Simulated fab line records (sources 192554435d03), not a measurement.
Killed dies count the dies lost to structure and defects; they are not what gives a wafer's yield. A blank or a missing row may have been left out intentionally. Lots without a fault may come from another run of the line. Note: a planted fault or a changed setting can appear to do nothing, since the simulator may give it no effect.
Lot-split experiment | flow n5_finfet | 21 wafers read from 7 lots, route of 1938 steps

## THE SPLIT
At N5_SDB_ETCH_18 (etches SOC in N2/H2, target depth 100 nm, overetch 20 nm, time 150 s), the setting source_w was moved away from the recipe's 840 W on 3 of the 21 wafers read, by +15.6% to +17.4%. The other wafers ran this setting at the recipe's value.

Reading taken at the split's own step.

## THE READING
rf_vpp_V, in V, at N5_SDB_ETCH_18 (etches SOC in N2/H2, target depth 100 nm, overetch 20 nm, time 150 s). Typical for fault-free wafers on this fab line: 523 V, with standard deviation 3 V.

wafer  | tool, chamber at the split | source_w as run, W | against the recipe | rf_vpp_V, V | against lot-mates on the recipe
L077.2 | rie_diel-04, 2             | 840                | recipe             | 524         | -
L077.4 | rie_diel-04, 3             | 840                | recipe             | 521         | -
L077.5 | rie_diel-04, 0             | 970.7              | +15.6%             | 501         | -22
L082.1 | rie_diel-03, 0             | 985.8              | +17.4%             | 495         | -22
L082.2 | rie_diel-03, 3             | 840                | recipe             | 517         | -
L082.4 | rie_diel-03, 1             | 985.8              | +17.4%             | 499         | -18
L083.2 | rie_diel-03, 0             | 840                | recipe             | 524         | -
L083.4 | rie_diel-03, 0             | 840                | recipe             | 522         | -
L083.5 | rie_diel-03, 1             | 840                | recipe             | 525         | -
L086.1 | rie_diel-04, 1             | 840                | recipe             | 527         | -
L086.3 | rie_diel-04, 0             | 840                | recipe             | 527         | -
L086.5 | rie_diel-04, 2             | 840                | recipe             | 523         | -
L087.1 | rie_diel-03, 0             | 840                | recipe             | 521         | -
L087.2 | rie_diel-03, 2             | 840                | recipe             | 522         | -
L087.4 | rie_diel-03, 1             | 840                | recipe             | 527         | -
L090.2 | rie_diel-04, 0             | 840                | recipe             | 529         | -
L090.3 | rie_diel-04, 2             | 840                | recipe             | 523         | -
L090.5 | rie_diel-04, 1             | 840                | recipe             | 527         | -
L092.1 | rie_diel-03, 3             | 840                | recipe             | 518         | -
L092.2 | rie_diel-03, 1             | 840                | recipe             | 526         | -
L092.4 | rie_diel-03, 0             | 840                | recipe             | 522         | -

FIT RESULTS
A straight line over all 21 wafers: rf_vpp_V changes by -1.51 V for each +1% of source_w; r = -0.95; the points scatter about the line by 3.2 V.
The same after taking each lot's own level away (the mean of its wafers on the recipe; 21 wafers): -1.22 V for each +1%; r = -0.95; scatter 2.4 V.
That fit puts the effect of the largest move of source_w on the reading at 21 V.
Measured against the standard deviation above, the lots' own levels, which go from 517.0 to 526.3 V, span 3.1 times it.
So the lot-to-lot level changes the slope: the two fits differ.
Check: with one of the wafers moved furthest among these (+17.4%) left out of the fit, the line predicts -20.7 V for it against its lot-mates. It came out at -22 V against them.
Tool readings at the split's step, against how far the setting was moved: rf_vpp_V r = -0.95.

## THE OTHER SPLITS THESE WAFERS WENT THROUGH
Note: prior to the reading, these wafers also went through further splits. Each is held against what the fit with the lots' levels taken away leaves over:
other split on the same wafers | wafers away from the commonest value | r with rf_vpp_V (lot level and that fit taken away)
N5_SD_EPI_N_EXPOSE_06 dose_mj  | 6                                    | -0.17

## FILE'S OWN FIT
rf_vpp_V changes by -1.25 V for each +1% of source_w, r = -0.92.
